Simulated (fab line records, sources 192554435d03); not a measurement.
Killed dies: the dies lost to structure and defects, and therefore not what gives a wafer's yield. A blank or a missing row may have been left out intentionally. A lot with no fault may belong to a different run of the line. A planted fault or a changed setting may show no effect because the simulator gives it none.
fab line records    flow n5Finfet
record: lots: 12  wafers: 29  lastDay: 17
route steps=1938 shown BEOL_M3@933 BEOL_M4@1111 PASSIVATION@1936
lots untouched by any fault: they come from a run of this same line in which no faults occurred
startH: the number of hours between the record's first day and the start of the first shown wafer of the lot    waitH: hours from the lot's prior step to this one    " repeats the value in the row above    L1.1+2: a row that stands for several wafers    - value missing, or start not given    * or withheld: withheld    < > ~ a bound
route shown NAME@n: NAME is a module with steps in the file, n the number in the route of the first one    usual: the fault-free wafers' mean and standard deviation    same: alike in all rows    chamber/n: place in a boat    sites: per-site readings    _std_site: how widely they spread, as a standard deviation    _edge_site: the outer-site mean with the inner-site mean subtracted    radiusMm: for every site, how far away it sits from the centre of the wafer    mask NAME#n: copy n    behind: tool/chamber where the wafer was last shaped    hold: why the lot was held/for how many hours/how that ended    device: whichever transistor did not switch (one of n, p or np)    end of line: at the end of the route, the tests of the same wafers    a step without rows: its recipe alone    killed: the dies lost at the first sort to structure and to defects; this is not the yield of the wafer    map: a wafer's dies, marking killed ones x, the rest . and places with no die _
set.NAME: the setting as run; set.NAME@STEP: as run at that earlier step    model.NAME: the simulator's own value behind a step, which no gauge read
a sample of lots followed through the steps of the route, with each step as a table and each wafer as a row
services: the hour from which a tool's chamber was out of use, counted from the record's first day as startH (under 0 if before that day), plus the number of hours and why
== steps ==
step: N5_BEOL_M3_PECVD_72
recipe: material: SiO2  targetThkA: 160  tempC: 400  precursor: TEOS/O2  pressureTorr: 5.5  rfW: 450  teosFlowSccm: 53.8  gas: O2  flowSccm: 3000  timeS: 18
usual: heaterPowerW: 701/99  showerheadPlenumPTorr: 8.77/0.054  throttleValvePct: 22.9/0.93
lot.wafer  tool      chamber  startH  waitH  heaterPowerW  showerheadPlenumPTorr  throttleValvePct
L246.4     pecvd-03  0        146.33  0.1    656           8.81                   24.6
L246.5     "         0        "       "      650           8.85                   24.0
L246.6     "         2        "       "      625           8.78                   21.5
L249.2     pecvd-03  1        162.79  0.0    719           8.66                   23.2
L249.3     "         0        "       "      562           8.85                   24.4
L248.3     pecvd-01  1        165.42  0.0    694           8.77                   23.3
L248.6     "         2        "       "      630           8.77                   21.9
L250.1     pecvd-01  2        169.28  0.0    624           8.77                   21.9
L250.2     "         0        "       "      673           8.79                   23.9
L251.3     pecvd-02  2        171.72  0.0    711           8.73                   22.9
L251.5     "         1        "       "      729           8.73                   22.8
L254.4     pecvd-02  2        187.49  0.1    659           8.71                   23.2
L254.5     "         1        "       "      781           8.72                   22.4
L256.2     pecvd-01  2        206.25  0.0    654           8.80                   22.2
L256.5     "         1        "       "      849           8.77                   23.4
L257.2     pecvd-03  0        214.91  0.0    597           8.86                   24.1
L257.3     "         1        "       "      806           8.68                   22.5
L257.6     "         2        "       "      637           8.77                   21.7
L259.1     pecvd-02  0        223.78  0.0    888           8.83                   23.1
L259.5     "         1        "       "      754           8.74                   22.6
L261.1     pecvd-03  2        236.48  0.0    610           8.78                   22.1
L261.3     "         1        "       "      750           8.66                   22.8
L261.5     "         1        "       "      732           8.70                   22.8
L267.4     pecvd-02  1        270.04  0.1    730           8.73                   22.6
L267.5     "         0        "       "      856           8.85                   23.0
L267.6     "         2        "       "      652           8.69                   20.5
L268.2     pecvd-02  1        283.14  0.0    705           8.73                   22.9
L268.4     "         2        "       "      617           8.71                   20.7
L268.6     "         1        "       "      703           8.71                   23.2
step: N5_BEOL_M3_ANNEAL_87
recipe: tempC: 400  timeS: 240  ambient: vacuum
usual: heaterPowerW: 855/84
lot.wafer  tool           chamber  startH  waitH  heaterPowerW
L246.4     pvdSputter-03  -        157.18  0.0    867
L246.5     "              -        "       "      935
L246.6     "              -        "       "      970
L249.2     pvdSputter-02  -        171.89  0.0    813
L249.3     "              -        "       "      757
L248.3     pvdSputter-01  -        172.96  0.0    906
L248.6     "              -        "       "      807
L250.1     pvdSputter-02  -        179.33  0.0    866
L250.2     "              -        "       "      747
L251.3     pvdSputter-03  -        183.38  0.0    833
L251.5     "              -        "       "      915
L254.4     pvdSputter-03  -        205.86  0.0    818
L254.5     "              -        "       "      930
L256.2     pvdSputter-03  -        213.50  0.0    876
L256.5     "              -        "       "      853
L257.2     pvdSputter-01  -        219.70  0.0    896
L257.3     "              -        "       "      744
L257.6     "              -        "       "      762
L259.1     pvdSputter-01  -        246.25  0.0    904
L259.5     "              -        "       "      793
L261.1     pvdSputter-02  -        249.13  0.0    881
L261.3     "              -        "       "      814
L261.5     "              -        "       "      767
L267.4     pvdSputter-03  -        281.03  0.0    996
L267.5     "              -        "       "      916
L267.6     "              -        "       "      866
L268.2     pvdSputter-03  -        296.58  0.0    872
L268.4     "              -        "       "      990
L268.6     "              -        "       "      985
step: N5_BEOL_M3_SPUTTER_90
recipe: material: Cu  targetThkA: 45  tempC: -20  chamberPressurePa: 0.07  powerW: withheld  timeS: 8.29
usual: throttleValvePct: 29.7/1
lot.wafer  tool           chamber  startH  waitH  throttleValvePct
L246.4     pvdSputter-03  -        157.54  0.1    30.3
L246.5     "              -        "       "      28.6
L246.6     "              -        "       "      30.6
L249.2     pvdSputter-02  -        172.25  0.1    28.1
L249.3     "              -        "       "      30.5
L248.3     pvdSputter-01  -        173.32  0.1    28.4
L248.6     "              -        "       "      31.9
L250.1     pvdSputter-02  -        179.69  0.1    30.3
L250.2     "              -        "       "      30.3
L251.3     pvdSputter-03  -        183.74  0.1    28.8
L251.5     "              -        "       "      28.9
L254.4     pvdSputter-03  -        206.22  0.1    30.3
L254.5     "              -        "       "      28.9
L256.2     pvdSputter-03  -        213.86  0.1    28.8
L256.5     "              -        "       "      30.2
L257.2     pvdSputter-01  -        220.06  0.1    28.1
L257.3     "              -        "       "      29.1
L257.6     "              -        "       "      29.2
L259.1     pvdSputter-01  -        246.61  0.1    28.2
L259.5     "              -        "       "      32.3
L261.1     pvdSputter-02  -        249.49  0.1    30.2
L261.3     "              -        "       "      28.2
L261.5     "              -        "       "      30.3
L267.4     pvdSputter-03  -        281.39  0.1    30.7
L267.5     "              -        "       "      28.9
L267.6     "              -        "       "      28.5
L268.2     pvdSputter-03  -        296.94  0.1    28.8
L268.4     "              -        "       "      30.2
L268.6     "              -        "       "      30.5
step: N5_BEOL_M3_ANNEAL_91
recipe: tempC: 400  timeS: 240  ambient: vacuum
usual: heaterPowerW: 854/86
lot.wafer  tool           chamber  startH  waitH  heaterPowerW
L246.4     pvdSputter-03  -        157.62  0.0    863
L246.5     "              -        "       "      891
L246.6     "              -        "       "      978
L249.2     pvdSputter-02  -        172.33  0.0    812
L249.3     "              -        "       "      763
L248.3     pvdSputter-01  -        173.40  0.0    907
L248.6     "              -        "       "      804
L250.1     pvdSputter-02  -        179.77  0.0    856
L250.2     "              -        "       "      757
L251.3     pvdSputter-03  -        183.82  0.0    854
L251.5     "              -        "       "      930
L254.4     pvdSputter-03  -        206.30  0.0    858
L254.5     "              -        "       "      938
L256.2     pvdSputter-03  -        213.94  0.0    870
L256.5     "              -        "       "      823
L257.2     pvdSputter-01  -        220.14  0.0    917
L257.3     "              -        "       "      759
L257.6     "              -        "       "      757
L259.1     pvdSputter-01  -        246.69  0.0    917
L259.5     "              -        "       "      805
L261.1     pvdSputter-02  -        249.57  0.0    874
L261.3     "              -        "       "      815
L261.5     "              -        "       "      763
L267.4     pvdSputter-03  -        281.47  0.0    978
L267.5     "              -        "       "      928
L267.6     "              -        "       "      834
L268.2     pvdSputter-03  -        297.02  0.0    862
L268.4     "              -        "       "      987
L268.6     "              -        "       "      986
step: N5_BEOL_M3_CMP_52
recipe: stopOn: SiOC  tOverpolishS: 6.8  downForcePsi: 1  platenRpm: 50  clearingPlatenDownForcePsi: 1.5  clearingPlatenRpm: 50  postCmpClean: cuAlkaline  targetThkNm: 40  clearingPlatenPadVelocityMS: 0.99484  padVelocityMS: 0.99484
usual: barrierFieldEndpointS: 24.5/0.93  headPressurePsi: 0.9998/0.0022  motorCurrentA: 6.3/0.61  platenRpm: 50.00/0.033
lot.wafer  tool    chamber  startH  waitH  barrierFieldEndpointS  headPressurePsi  motorCurrentA  platenRpm
L246.4     cmp-04  1        158.82  0.2    25.8                   1.0024           5.0            50.00
L246.6     "       2        "       "      24.1                   0.9971           7.0            50.01
L246.5     "       3        "       "      24.2                   0.9974           7.1            49.98
L249.3     cmp-03  1        173.46  0.2    23.5                   1.0014           6.1            49.94
L249.2     "       2        "       "      23.7                   0.9984           6.7            49.97
L248.3     cmp-03  1        174.84  0.3    23.0                   0.9980           6.1            49.97
L248.6     "       3        "       "      24.6                   1.0013           6.7            50.00
L250.1     cmp-03  3        180.88  0.3    25.6                   1.0014           7.2            49.99
L250.2     "       1        "       "      23.6                   1.0016           6.0            49.99
L251.3     cmp-01  3        185.24  0.3    25.1                   0.9995           6.0            50.02
L251.5     "       0        "       "      23.5                   0.9968           6.0            50.00
L254.4     cmp-03  2        207.48  0.2    24.0                   0.9977           6.9            50.00
L254.5     "       0        "       "      25.5                   1.0012           6.7            50.07
L256.2     cmp-03  0        215.14  0.3    25.9                   1.0019           6.5            49.96
L256.5     "       2        "       "      23.9                   0.9999           6.5            50.00
L257.3     cmp-01  1        221.40  0.2    24.8                   0.9989           5.7            50.04
L257.2     "       3        "       "      25.2                   0.9980           6.2            49.99
L257.6     "       1        "       "      26.1                   1.0017           5.9            50.06
L259.1     cmp-03  1        247.84  0.3    22.9                   1.0041           6.2            50.00
L259.5     "       0        "       "      24.3                   0.9988           6.4            50.02
L261.1     cmp-04  0        250.64  0.3    17.9                   0.9991           6.1            49.99
L261.3     "       2        "       "      24.6                   1.0014           6.9            50.08
L261.5     "       1        "       "      26.2                   1.0004           4.9            49.94
L267.4     cmp-04  2        282.66  0.2    24.6                   0.9993           6.9            49.95
L267.5     "       3        "       "      22.9                   1.0007           7.1            50.02
L267.6     "       0        "       "      24.3                   1.0063           5.8            50.02
L268.4     cmp-01  0        298.13  0.2    24.1                   0.9974           6.2            49.97
L268.2     "       2        "       "      23.7                   1.0007           5.3            49.93
L268.6     "       3        "       "      24.9                   0.9982           6.2            50.01
step: N5_BEOL_M4_RC_MEAS_101
usual: DIBL_N: 36.0/1.9  DIBL_P: 35.6/2.4  IOFF_N: 0.16/0.036  IOFF_P: 0.21/0.04  ION_N: 673/14  ION_P: 460/8.9  SS_N: 71.5/0.67  SS_P: 73.2/0.73  VT_N: 249/3.6  VT_P: -250/3.7
lot.wafer  tool       chamber  startH  waitH  DIBL_N[mV/V]  DIBL_P[mV/V]  IOFF_N[nA/um]  IOFF_P[nA/um]  ION_N[uA/um]  ION_P[uA/um]  SS_N[mV/dec]  SS_P[mV/dec]  VT_N[mV]  VT_P[mV]
L246.4     prober-02  0        169.38  0.5    35.0          35.2          0.15           0.16           683           458           72.3          72.4          252       -255
L246.5     "          0        "       "      31.5          31.6          0.10           0.12           661           449           70.8          71.6          259       -261
L246.6     "          0        "       "      34.7          35.5          0.14           0.16           668           456           71.4          72.9          252       -256
L249.2     prober-01  0        184.11  0.2    33.6          33.5          0.14           0.19           665           457           70.7          72.8          250       -251
L249.3     "          0        "       "      33.5          33.5          0.15           0.19           677           464           71.2          73.3          249       -249
L248.3     prober-02  0        189.14  0.3    34.4          32.6          0.13           0.18           668           460           70.8          73.0          253       -249
L248.6     "          0        "       "      36.4          34.7          0.14           0.20           657           455           71.3          73.0          256       -248
L250.1     prober-01  0        190.21  0.0    36.7          37.2          0.18           0.23           685           469           72.5          73.4          247       -248
L250.2     "          0        "       "      34.4          34.3          0.12           0.18           660           457           71.1          73.0          254       -251
L251.3     prober-02  0        193.70  0.3    36.6          37.3          0.16           0.23           659           465           71.3          73.2          249       -249
L251.5     "          0        "       "      34.7          34.8          0.13           0.19           662           457           70.4          72.6          254       -251
L254.4     prober-01  0        218.89  0.5    37.1          36.2          0.19           0.24           695           478           71.9          72.7          241       -245
L254.5     "          0        "       "      35.8          35.0          0.17           0.23           701           485           71.5          73.0          244       -247
L256.2     prober-01  0        227.67  0.2    35.5          35.0          0.14           0.18           663           460           71.0          72.9          250       -253
L256.5     "          0        "       "      33.9          32.8          0.11           0.15           653           453           70.6          72.7          255       -254
L257.2     prober-01  0        231.46  0.2    37.1          36.9          0.19           0.23           683           465           71.3          74.6          246       -250
L257.3     "          0        "       "      40.2          39.4          0.22           0.28           673           464           71.7          74.8          246       -246
L257.6     "          0        "       "      37.7          37.0          0.19           0.22           681           464           71.9          74.1          247       -247
L259.1     prober-02  0        257.32  0.0    32.8          33.5          0.12           0.15           679           457           70.1          71.7          250       -257
L259.5     "          0        "       "      37.4          37.4          0.19           0.21           688           459           71.7          73.4          244       -252
L261.1     prober-02  0        263.30  0.0    37.0          35.8          0.16           0.21           688           469           72.1          74.6          249       -250
L261.3     "          0        "       "      29.9          26.3          0.08           0.11           658           453           68.8          71.2          255       -257
L261.5     "          0        "       "      36.2          34.4          0.14           0.19           670           457           71.8          73.5          251       -250
L267.4     prober-02  0        295.78  0.5    38.9          38.7          0.20           0.23           689           460           71.7          74.6          243       -252
L267.5     "          0        "       "      36.5          34.8          0.15           0.17           670           447           71.3          73.3          250       -254
L267.6     "          0        "       "      37.4          36.9          0.17           0.20           668           459           72.0          73.7          247       -252
L268.2     prober-02  0        310.84  0.2    34.9          36.5          0.16           0.20           684           467           71.0          72.7          248       -249
L268.4     "          0        "       "      34.4          35.7          0.15           0.19           678           459           71.3          72.7          251       -254
L268.6     "          0        "       "      34.5          35.4          0.14           0.18           664           456           71.2          72.9          250       -253
step: N5_PASSIVATION_PROBE_49
usual: defectLimitedYield: 91.2/1.4  killed_at_M0_to_M3: 32/9.3  killed_at_M4_up: 14/4.9  killedAtContacts: 15/7.5  killedAtFrontEnd: 40/11  killedAtOther: 4/3.3  killedDies: 104/17  killedOpen: 68/14  killedShort: 33/7.9  sort_bin_5_function: 5.2/0.99  sort_bin_6_memory: 3.2/0.65  sortNPass: 1076/17  sortYieldPct: 91.1/1.5
same: grossDies: 1180  killedAtBackSide: 0  sort_bin_4_leakage[%]: 0  sort_bin_8_speed[%]: 0
lot.wafer  tool       chamber  startH  waitH  defectLimitedYield[%]  killed_at_M0_to_M3  killed_at_M4_up  killedAtContacts  killedAtFrontEnd  killedAtOther  killedDies  killedOpen  killedShort  sort_bin_5_function[%]  sort_bin_6_memory[%]  sortNPass  sortYieldPct[%]
L249.2     prober-02  -        285.11  0.1    90.3                   37                  12               7                 54                5              115         67          45           6.0                     3.1                   1065       90.3
L249.3     prober-02  -        285.16  0.1    89.5                   41                  12               23                45                3              124         84          33           5.7                     4.6                   1056       89.5
L248.3     prober-02  -        287.91  0.1    90.7                   48                  9                34                17                2              110         69          41           5.7                     3.3                   1070       90.7
L248.6     prober-02  -        288.06  0.3    92.0                   29                  13               14                36                2              94          57          37           4.6                     3.3                   1086       92.0
L251.3     prober-01  -        292.64  0.1    90.7                   25                  13               9                 59                4              110         68          37           5.7                     3.6                   1070       90.7
L251.5     prober-01  -        292.74  0.2    90.6                   32                  14               19                34                12             111         75          32           5.2                     3.9                   1069       90.6
L250.1     prober-01  -        297.45  0.0    92.7                   22                  14               18                32                0              86          60          24           4.6                     2.6                   1094       92.7
L250.2     prober-01  -        297.50  0.1    87.8                   44                  18               27                55                0              144         104         38           7.3                     4.6                   1036       87.8
L254.4     prober-02  -        312.30  0.2    89.7                   36                  15               13                49                8              121         67          52           6.3                     3.3                   1059       89.7
L254.5     prober-02  -        312.35  0.2    88.9                   32                  14               26                46                13             131         82          41           7.1                     3.7                   1049       88.9
L257.2     prober-01  -        324.11  0.1    91.4                   28                  12               9                 50                3              102         58          40           5.5                     2.8                   1078       91.4
L257.3     prober-01  -        324.16  0.1    93.0                   22                  10               11                39                1              83          61          20           4.3                     2.5                   1097       93.0
L257.6     prober-01  -        324.31  0.3    91.3                   35                  16               7                 44                1              103         64          31           4.9                     2.8                   1077       91.3
L261.1     prober-02  -        363.25  0.0    89.8                   29                  15               19                53                4              120         64          43           6.1                     3.0                   1060       89.8
L261.3     prober-02  -        363.35  0.1    92.5                   19                  22               8                 36                4              89          60          27           4.7                     2.3                   1091       92.5
L261.5     prober-02  -        363.45  0.2    88.1                   28                  12               34                61                5              140         90          42           6.5                     4.6                   1040       88.1
L267.4     prober-01  -        393.68  0.2    92.7                   22                  16               14                33                1              86          49          29           3.9                     2.4                   1094       92.7
L267.5     prober-01  -        393.73  0.2    93.5                   24                  18               9                 25                1              77          57          19           4.2                     2.4                   1103       93.5
L267.6     prober-01  -        393.78  0.3    92.7                   25                  13               20                28                0              86          55          23           3.4                     3.2                   1094       92.7
killed by level:class
L249.2 FIN_SAQP:geometricParticle:short=13 FIN_SAQP:geometricParticle:open=12 BEOL_M0:geometricParticle:open=7 BEOL_M1:geometricParticle:open=7 STI_FIN_REVEAL:geometricParticle:open=6 MOL_CONTACT_COAG:geometricParticle:open=5 GATE_CUT:geometricParticle:open=4 BEOL_M0_SAQP:geometricParticle:open=4
L249.3 GATE_CUT:geometricParticle:short=12 MOL_CONTACT_COAG:geometricParticle:open=12 BEOL_M0:geometricParticle:open=12 BEOL_M1:geometricParticle:open=11 FIN_SAQP:geometricParticle:open=8 BEOL_M2:geometricParticle:open=8 BEOL_M3:geometricParticle:open=6 MOL_CONTACT_COAG:geometricParticle:short=6
L248.3 MOL_CONTACT_COAG:geometricParticle:open=29 BEOL_M0_SAQP:geometricParticle:open=16 BEOL_M0_SAQP:geometricParticle:short=15 MOL_CONTACT_COAG:geometricParticle:short=5 FIN_SAQP:geometricParticle:short=4 BEOL_M1:geometricParticle:short=4 BEOL_M2:geometricParticle:open=4 FIN_SAQP:geometricParticle:open=3
L248.6 MOL_CONTACT_COAG:geometricParticle:open=13 FIN_SAQP:geometricParticle:open=8 BEOL_M1:geometricParticle:short=8 GATE_CUT:geometricParticle:short=6 BEOL_M0_SAQP:geometricParticle:open=6 GATE_CUT:geometricParticle:open=5 BEOL_M2:geometricParticle:open=5 STARTING-WAFER:geometricParticle:short=5
L251.3 FIN_SAQP:geometricParticle:short=16 FIN_SAQP:geometricParticle:open=11 BEOL_M3:geometricParticle:open=11 BEOL_M4:geometricParticle:open=9 STI_FIN_REVEAL:geometricParticle:open=8 MOL_CONTACT_COAG:geometricParticle:open=7 BEOL_M2:geometricParticle:open=6 STARTING-WAFER:geometricParticle:open=5
L251.5 MOL_CONTACT_COAG:geometricParticle:open=14 FIN_SAQP:geometricParticle:open=8 BEOL_M3:geometricParticle:open=7 BEOL_M2:geometricParticle:open=7 FIN_SAQP:geometricParticle:short=6 STI_FIN_REVEAL:geometricParticle:open=5 BEOL_M0_SAQP:geometricParticle:short=5 MOL_CONTACT_COAG:geometricParticle:short=5
L250.1 MOL_CONTACT_COAG:geometricParticle:open=16 BEOL_M0_SAQP:geometricParticle:open=7 FIN_SAQP:geometricParticle:open=7 STI_FIN_REVEAL:geometricParticle:open=7 BEOL_M4:geometricParticle:open=7 FIN_SAQP:geometricParticle:short=5 DUMMY_GATE:geometricParticle:open=4 GATE_CUT:geometricParticle:short=4
L250.2 MOL_CONTACT_COAG:geometricParticle:open=24 FIN_SAQP:geometricParticle:open=13 FIN_SAQP:geometricParticle:short=11 BEOL_M1:geometricParticle:open=11 BEOL_M0_SAQP:geometricParticle:open=10 STI_FIN_REVEAL:geometricParticle:open=9 BEOL_M3:geometricParticle:open=7 GATE_CUT:geometricParticle:open=6
L254.4 FIN_SAQP:geometricParticle:short=18 MOL_CONTACT_COAG:geometricParticle:open=9 BEOL_M3:geometricParticle:open=9 BEOL_M0_SAQP:geometricParticle:short=8 BEOL_M1:geometricParticle:open=7 FIN_SAQP:geometricParticle:open=6 DUMMY_GATE:geometricParticle:open=6 STI_FIN_REVEAL:geometricParticle:open=4
L254.5 MOL_CONTACT_COAG:geometricParticle:open=16 DUMMY_GATE:geometricParticle:open=11 FIN_SAQP:geometricParticle:open=8 FIN_SAQP:geometricParticle:short=7 BEOL_M0_SAQP:geometricParticle:short=7 MOL_CONTACT_COAG:areaEtch=7 BEOL_M3:geometricParticle:open=6 BEOL_M0_SAQP:geometricParticle:open=6
L257.2 FIN_SAQP:geometricParticle:short=19 BEOL_M0_SAQP:geometricParticle:open=11 MOL_CONTACT_COAG:geometricParticle:open=9 FIN_SAQP:geometricParticle:open=6 GATE_CUT:geometricParticle:short=6 BEOL_M1:geometricParticle:open=5 BEOL_M5:geometricParticle:open=5 STARTING-WAFER:geometricParticle:open=5
L257.3 FIN_SAQP:geometricParticle:open=13 FIN_SAQP:geometricParticle:short=10 MOL_CONTACT_COAG:geometricParticle:open=10 BEOL_M2:geometricParticle:open=8 BEOL_M3:geometricParticle:open=6 GATE_CUT:geometricParticle:open=5 BEOL_M1:geometricParticle:open=4 DUMMY_GATE:geometricParticle:open=3
L257.6 BEOL_M0_SAQP:geometricParticle:open=10 BEOL_M0_SAQP:geometricParticle:short=9 FIN_SAQP:geometricParticle:open=8 BEOL_M4:geometricParticle:open=8 HKMG_FIN:areaEtch=7 DUMMY_GATE:geometricParticle:open=6 MOL_CONTACT_COAG:geometricParticle:open=6 BEOL_M2:geometricParticle:open=6
L261.1 MOL_CONTACT_COAG:geometricParticle:open=16 BEOL_M0_SAQP:geometricParticle:short=12 STI_FIN_REVEAL:geometricParticle:open=11 FIN_SAQP:geometricParticle:short=10 HKMG_FIN:areaEtch=9 BEOL_M0_SAQP:geometricParticle:open=7 FIN_SAQP:geometricParticle:open=4 GATE_CUT:geometricParticle:open=4
L261.3 BEOL_M4:geometricParticle:open=13 FIN_SAQP:geometricParticle:open=9 BEOL_M0_SAQP:geometricParticle:open=8 MOL_CONTACT_COAG:geometricParticle:open=7 STI_FIN_REVEAL:geometricParticle:open=6 FIN_SAQP:geometricParticle:short=3 BEOL_M4:geometricParticle:short=3 MIM_TOP_ETCH:geometricParticle:short=3
L261.5 MOL_CONTACT_COAG:geometricParticle:open=27 FIN_SAQP:geometricParticle:short=11 FIN_SAQP:geometricParticle:open=11 BEOL_M3:geometricParticle:open=9 STI_FIN_REVEAL:geometricParticle:open=8 BEOL_M4:geometricParticle:open=8 MOL_CONTACT_COAG:geometricParticle:short=7 BEOL_M0_SAQP:geometricParticle:open=6
L267.4 MOL_CONTACT_COAG:geometricParticle:open=10 BEOL_M4:geometricParticle:open=9 HKMG_FIN:areaEtch=8 ILD0:geometricParticle:short=6 BEOL_M1:geometricParticle:open=6 BEOL_M2:geometricParticle:open=5 DUMMY_GATE:geometricParticle:open=4 MOL_CONTACT_COAG:geometricParticle:short=4
L267.5 BEOL_M1:geometricParticle:open=10 MOL_CONTACT_COAG:geometricParticle:open=7 BEOL_M4:geometricParticle:open=6 BEOL_M0_SAQP:geometricParticle:open=6 STI_FIN_REVEAL:geometricParticle:open=5 FIN_SAQP:geometricParticle:short=4 DUMMY_GATE:geometricParticle:open=4 GATE_CUT:geometricParticle:short=4
L267.6 MOL_CONTACT_COAG:geometricParticle:open=16 BEOL_M1:geometricParticle:open=11 HKMG_FIN:areaEtch=8 BEOL_M4:geometricParticle:open=6 BEOL_M3:geometricParticle:open=5 FIN_SAQP:geometricParticle:open=4 MOL_CONTACT_COAG:geometricParticle:short=4 BEOL_M0_SAQP:geometricParticle:short=4
== services ==
tool      chamber  startH  hours  kind
pecvd-01  2        126.20  21.6   repair
cmp-03    -        128.69  10.4   pm
cmp-01    -        141.81  1.9    repair
cmp-04    -        145.70  4.9    pm
pecvd-03  -        150.42  1.3    repair
cmp-03    -        165.98  4.6    repair
pecvd-01  -        177.10  1.7    repair
cmp-04    -        184.76  10.6   repair
cmp-01    -        187.15  1.7    repair
cmp-03    -        195.14  4.0    pm
cmp-01    -        207.58  2.0    repair
cmp-01    -        226.68  4.9    pm
cmp-04    -        233.36  2.1    repair
cmp-01    -        234.43  27.3   repair
pecvd-03  0        235.17  7.8    repair
pecvd-02  -        236.17  23.9   repair
cmp-01    -        264.17  4.0    pm
cmp-04    -        271.01  1.6    repair
cmp-04    -        274.17  4.0    pm
cmp-04    -        278.17  4.3    pm
cmp-01    -        281.64  1.9    repair
cmp-04    -        285.17  5.1    repair
pecvd-02  1        288.13  5.0    repair
pecvd-03  2        292.78  6.0    repair
== key ==
firstSign: step: N5_BEOL_M3_CMP_52  reading: barrierFieldEndpointS  direction: down  sigmas: 7.1  usual: 24.5  struck: 17.9
effect none on later readings
metAt N5_BEOL_M3_PECVD_72
struckLots L261
struckWafers L261.1
notActingAt N5_BEOL_M3_ANNEAL_87,N5_BEOL_M3_SPUTTER_90,N5_BEOL_M3_ANNEAL_91
onsetBetween 214.91 236.48
fault: kind: processParameterDrift  tool: pecvd-03  chamber: -  onsetH: 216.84  steps: N5_BEOL_M3_PECVD_72  channel: timeS  offset: *  shape: step  endH: 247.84  scope: struckWafersOnly  actsIn: *  stated: *
